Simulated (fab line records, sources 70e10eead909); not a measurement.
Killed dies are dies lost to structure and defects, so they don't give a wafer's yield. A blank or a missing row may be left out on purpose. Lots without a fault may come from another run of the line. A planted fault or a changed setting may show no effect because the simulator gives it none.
Which tool did it? | flow nand_harc | 15 lots, 45 wafers sampled, at 4 steps of a route of 1159

WHAT THE GAUGES READ, wafer by wafer
NHARC_P_M1_OVL_MEAS_10: pitch 260 nm. Usual: overlay_x_nm -0.1 nm, standard deviation 0.84; overlay_y_nm 0.2 nm, standard deviation 0.64.
lot  | measured     | on         | overlay_x_nm (nm) | overlay_y_nm (nm) | flag
L493 | day 5 18:42  | overlay-01 | 0.6 0.7 0.2       | 0.0 0.6 0.4       |
L496 | day 6 18:57  | overlay-01 | -1.1 -0.8 -1.2    | -0.2 0.5 -0.1     |
L495 | day 6 19:36  | overlay-02 | -1.0 -1.6 -1.0    | -0.7 0.3 0.8      |
L497 | day 6 22:37  | overlay-02 | 0.1 0.1 0.5       | 0.6 0.9 1.1       |
L494 | day 6 22:46  | overlay-01 | 0.4 0.6 0.8       | 0.7 0.4 0.5       |
L498 | day 7 13:40  | overlay-01 | 0.2 -0.1 0.7      | 0.9 0.6 0.7       |
L499 | day 7 16:23  | overlay-01 | 0.3 0.2 0.1       | 0.9 0.7 0.8       |
L500 | day 7 17:32  | overlay-02 | -0.6 -0.7 -0.7    | 0.0 -0.2 0.6      |
L506 | day 9 04:00  | overlay-02 | 0.3 0.2 -0.2      | 0.9 1.2 1.3       |
L503 | day 9 04:34  | overlay-01 | 0.2 0.0 -0.5      | -0.3 -1.0 -0.7    |
L504 | day 9 14:06  | overlay-01 | 0.0 0.5 0.2       | 0.0 0.2 -0.1      |
L509 | day 9 23:44  | overlay-01 | 0.3 0.3 0.1       | 0.7 1.0 0.9       |
L510 | day 10 03:37 | overlay-01 | 0.3 0.2 0.5       | -0.5 0.1 0.0      |
L512 | day 10 12:49 | overlay-02 | -0.6 -0.9 -0.4    | 0.0 -0.7 -0.9     |
L516 | day 12 05:48 | overlay-02 | -1.1 -1.5 -1.6    | -0.9 -0.8 -0.7    |

NHARC_P_M2_CD_MEAS_09: target cd 170 nm. Usual: cd_nm 170.2 nm, standard deviation 0.56.
lot  | measured     | on        | cd_nm (nm)        | flag
L493 | day 5 22:47  | cd_sem-01 | 169.1 170.4 169.7 |
L496 | day 6 23:17  | cd_sem-02 | 170.5 171.0 170.8 |
L495 | day 6 23:43  | cd_sem-02 | 169.5 169.4 169.3 |
L497 | day 7 02:49  | cd_sem-01 | 170.1 170.2 169.8 |
L494 | day 7 03:10  | cd_sem-02 | 170.3 170.0 170.0 |
L498 | day 7 17:50  | cd_sem-03 | 169.7 170.1 170.1 |
L499 | day 7 20:33  | cd_sem-02 | 169.6 170.6 170.4 |
L500 | day 7 21:36  | cd_sem-03 | 170.9 169.8 170.4 |
L506 | day 9 08:09  | cd_sem-02 | 155.0 155.3 155.0 | OFF
L503 | day 9 08:59  | cd_sem-01 | 170.5 170.0 170.2 |
L504 | day 9 18:13  | cd_sem-03 | 157.4 158.0 158.1 | OFF
L509 | day 10 03:43 | cd_sem-03 | 170.2 170.6 169.5 |
L510 | day 10 07:38 | cd_sem-01 | 160.4 160.6 160.5 | OFF
L512 | day 10 16:55 | cd_sem-02 | 170.4 169.6 170.2 |
L516 | day 12 10:01 | cd_sem-03 | 170.9 169.4 170.2 |

WHICH TOOL RAN EACH LOT (tool, then ch and the chambers of the sampled wafers, then the start)
lot  | NHARC_P_M1_DEP_33               | NHARC_P_M2_EXPOSE_06
L493 | pecvd-04 ch 0,1,2, day 5 21:38  | arfi_scanner-03 ch 0, day 5 22:39
L496 | pecvd-01 ch 0,1,2, day 6 22:10  | arfi_scanner-02 ch 0, day 6 23:10
L495 | pecvd-02 ch 0,2, day 6 22:31    | arfi_scanner-02 ch 0, day 6 23:35
L497 | pecvd-01 ch 0,2, day 7 01:31    | arfi_scanner-03 ch 0, day 7 02:41
L494 | pecvd-02 ch 0,1, day 7 01:44    | arfi_scanner-02 ch 0, day 7 03:02
L498 | pecvd-01 ch 0,1, day 7 16:35    | arfi_scanner-01 ch 0, day 7 17:41
L499 | pecvd-01 ch 0,2, day 7 19:18    | arfi_scanner-02 ch 0, day 7 20:25
L500 | pecvd-01 ch 0,1, day 7 20:21    | arfi_scanner-03 ch 0, day 7 21:28
L506 | pecvd-01 ch 0,1,2, day 9 07:03  | arfi_scanner-02 ch 0, day 9 08:01
L503 | pecvd-02 ch 0,2, day 9 07:41    | arfi_scanner-01 ch 0, day 9 08:51
L504 | pecvd-02 ch 1,2, day 9 16:57    | arfi_scanner-02 ch 0, day 9 18:04
L509 | pecvd-02 ch 0,1,2, day 10 02:35 | arfi_scanner-01 ch 0, day 10 03:34
L510 | pecvd-04 ch 0,2, day 10 06:25   | arfi_scanner-02 ch 0, day 10 07:31
L512 | pecvd-04 ch 0,1, day 10 15:38   | arfi_scanner-03 ch 0, day 10 16:46
L516 | pecvd-04 ch 0,1,2, day 12 08:46 | arfi_scanner-01 ch 0, day 12 09:52
- NHARC_P_M1_DEP_33: deposits SiCN, target thk 30 nm.
- NHARC_P_M2_EXPOSE_06: exposes mask P M2, target cd 170 nm.

WHAT THE TOOLS THEMSELVES READ (means of the sampled wafers that have a number; where no wafer has one, the mark that the record gives instead)
NHARC_P_M1_DEP_33. Usual: heater_power_w 591 W, standard deviation 80; susceptor_temp_C 369.97 C, standard deviation 0.2.
lot  | tool     | heater_power_w (W) | susceptor_temp_C (C) | flag
L493 | pecvd-04 | 526                | 370.05               |
L496 | pecvd-01 | 550                | 369.84               |
L495 | pecvd-02 | 681                | 369.86               |
L497 | pecvd-01 | 517                | 369.84               |
L494 | pecvd-02 | 635                | 369.72               |
L498 | pecvd-01 | 597                | 369.78               |
L499 | pecvd-01 | 558                | 369.87               |
L500 | pecvd-01 | 612                | 369.82               |
L506 | pecvd-01 | 550                | 370.08               |
L503 | pecvd-02 | 676                | 370.08               |
L504 | pecvd-02 | 685                | 369.96               |
L509 | pecvd-02 | 664                | 370.04               |
L510 | pecvd-04 | 500                | 370.10               |
L512 | pecvd-04 | 470                | 370.08               |
L516 | pecvd-04 | 550                | 369.95               |

NHARC_P_M2_EXPOSE_06. Usual: exposure_dose_mJ_cm2 81.8, standard deviation 0.6.
lot  | tool            | exposure_dose_mJ_cm2 | flag
L493 | arfi_scanner-03 | 82.2                 |
L496 | arfi_scanner-02 | 82.1                 |
L495 | arfi_scanner-02 | 82.0                 |
L497 | arfi_scanner-03 | 82.2                 |
L494 | arfi_scanner-02 | 82.1                 |
L498 | arfi_scanner-01 | 80.7                 |
L499 | arfi_scanner-02 | 82.1                 |
L500 | arfi_scanner-03 | 82.3                 |
L506 | arfi_scanner-02 | 63.2                 | OFF
L503 | arfi_scanner-01 | 80.9                 |
L504 | arfi_scanner-02 | 67.1                 | OFF
L509 | arfi_scanner-01 | 80.8                 |
L510 | arfi_scanner-02 | 70.0                 | OFF
L512 | arfi_scanner-03 | 82.3                 |
L516 | arfi_scanner-01 | 80.7                 |

THE ANSWER, worked out from the rows above alone
Rule: a lot is off if the mean of its wafers that have a number lies more than 3 standard deviations from the usual mean. A lot without any number at a reading at which 4 lots or more have one is off too. The other lots that the step has rows for count as sound. The gauges are gone through in route order, then the tools' own readings, and for those a lot's mean is taken as printed above. The first step at which some lot is off is used, and at that step the reading that is off furthest; a lot without a number counts as furthest.
Off: L506, L504, L510, at NHARC_P_M2_CD_MEAS_09 (cd_nm).
A tool fits if, at a process step before that reading, it ran every lot that is off, and no sound lot after the first of them. The gauges at NHARC_P_M2_CD_MEAS_09 aren't tried: what is off there is off at NHARC_P_M2_EXPOSE_06 too, on other tools, and a gauge's error can't cause that. One fits: arfi_scanner-02 at NHARC_P_M2_EXPOSE_06. Its last sound lot is L499 (day 7 20:25), its first lot that is off L506 (day 9 08:01): a fault that began between those two fits.
The tool's own readings at NHARC_P_M2_EXPOSE_06 bear it out: on the lots that are off they differ by more than 5 times the standard deviation of the sound lots' means. exposure_dose_mJ_cm2 reads 66.8 there against 81.7 on the sound lots.

WHAT THE SIMULATOR HAD PUT IN
Process parameter drift: arfi_scanner-02, from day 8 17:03 on, at NHARC_P_M2_EXPOSE_06. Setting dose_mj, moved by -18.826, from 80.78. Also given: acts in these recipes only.
Lots struck among those shown: L506, L504, L510. The rule above found the same.
